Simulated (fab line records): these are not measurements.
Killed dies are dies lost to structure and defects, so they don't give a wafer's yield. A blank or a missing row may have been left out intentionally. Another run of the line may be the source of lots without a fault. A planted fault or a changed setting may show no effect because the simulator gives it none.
A lot that was struck, set against a sound lot / flow n5-finfet / 38 out of 1938 route steps
Sound: wafers L227.1, L227.4, L227.6. Struck: wafers L230.3, L230.6. (L230.4 of the same lot was not struck and is left out.) The cause comes at the end.
Per side, at each step with rows, come the tool, then ch with its chambers, and then its first start. Under that, the readings that differ: sound wafers / struck wafers / difference of the means / sigmas: that difference in standard deviations of wafers without a fault.
alike: readings whose means differ by less than 2 such deviations, and words and numbers that are the same on both sides. not compared: withheld readings, readings that some wafer has no value for, bounds like >300 that may hide the same value, and numbers for which the record gives no deviation and whose values overlap.
Wherever a step has rows on one side only, a row that says differs or no value, or a row with sigmas, the two part there. When numbers do not overlap yet have no deviation, they are printed without sigmas and do not part them. A reading that every wafer of one side lacks parts them only if that side has two wafers or more.

first, 10 steps without rows for these wafers: N5_PASSIVATION_DESCUM_12 (chemistry O2, time 7.9 s); N5_PASSIVATION_PASS_ETCH_74 (etches SiNx in CF4/O2, target depth 220 nm, time 110 s); N5_PASSIVATION_VIA_ETCH_13 (etches SiO2 in CHF3/O2, target depth 660 nm, time 330 s); N5_PASSIVATION_STRIP_14 (strips in O2); N5_PASSIVATION_ETCH_15 (etches SiCN in CF4/N2, target depth 75 nm, time 81.2 s); N5_PASSIVATION_STRIP_73 (strips in post etch residue remover, time 60 s); N5_PASSIVATION_SRD_17 (time 30 s, dry time 30 s); N5_PASSIVATION_DEGAS_18 (time 60 s); N5_PASSIVATION_PRE_CLEAN_19; N5_PASSIVATION_SPUTTER_20 (material TaN, target thk 50 nm).
N5_PASSIVATION_AL_DEP_21: deposits Al, target thk 2800 nm, time 170 s.
  sound on pvd-sputter-01 at day 15 23:41; struck on pvd-sputter-02 at day 16 09:04
reading=model.Al_of_PASSIVATION_AL_DEP_21.thk-nm (nm); sound=2838 2770 2790; struck=2904 2903; difference=+104; sigmas=
  alike: throttle-valve-pct
then, 25 steps without rows for these wafers: N5_PASSIVATION_HMDS_23 (time 60 s); N5_PASSIVATION_COAT_24; N5_PASSIVATION_EBR_26; N5_PASSIVATION_SOFTBAKE_25 (time 90 s); N5_PASSIVATION_EXPOSE_27 (exposes mask PAD, defocus 0 nm); N5_PASSIVATION_PEB_28; N5_PASSIVATION_DEVELOP_29 (develop time 60 s); N5_PASSIVATION_HARDBAKE_31 (time 120 s); N5_PASSIVATION_DESCUM_32 (chemistry O2, time 7.9 s); N5_PASSIVATION_AL_ETCH_33 (etches Al in Cl2/BCl3, stops on TaN, target depth 2800 nm, time 466.7 s); N5_PASSIVATION_ETCH_59 (etches TaN in Cl2/BCl3, target depth 65 nm, time 34.9 s); N5_PASSIVATION_STRIP_34 (strips in O2); N5_PASSIVATION_STRIP_51 (strips in post etch residue remover, time 1200 s); N5_PASSIVATION_CLEAN_69 (cleans in IPA, time 180 s); N5_PASSIVATION_SRD_70 (time 30 s); N5_PASSIVATION_PECVD_53 (deposits SiO2 from TEOS/O2, target thk 800 nm, time 169.4 s); N5_PASSIVATION_PECVD_35 (deposits SiNx from SiH4/NH3/N2, target thk 700 nm, time 151.3 s); N5_PASSIVATION_HMDS_37 (time 60 s); N5_PASSIVATION_COAT_38; N5_PASSIVATION_EBR_40; N5_PASSIVATION_SOFTBAKE_39 (time 120 s); N5_PASSIVATION_EXPOSE_41 (exposes mask PASS OPEN, defocus 0 nm, target cd 40000 nm); N5_PASSIVATION_PEB_42; N5_PASSIVATION_DEVELOP_43 (develop time 60 s); N5_PASSIVATION_HARDBAKE_45 (time 120 s).
N5_PASSIVATION_STRIP_52: strips in post etch residue remover, time 1200 s.
  sound on wet-bench-03 ch 1,4,5, day 16 02:43; struck on wet-bench-03 ch 2,6, day 16 12:14
reading=model.Al_of_PASSIVATION_AL_DEP_21.thk-nm (nm); sound=2822 2754 2774; struck=2889 2888; difference=+105; sigmas=
after that, 1 step had no rows for these wafers: N5_PASSIVATION_PROBE_49.

== WHERE THEY PART ==
Nowhere in this record.

WHY: what had been put in by the simulator
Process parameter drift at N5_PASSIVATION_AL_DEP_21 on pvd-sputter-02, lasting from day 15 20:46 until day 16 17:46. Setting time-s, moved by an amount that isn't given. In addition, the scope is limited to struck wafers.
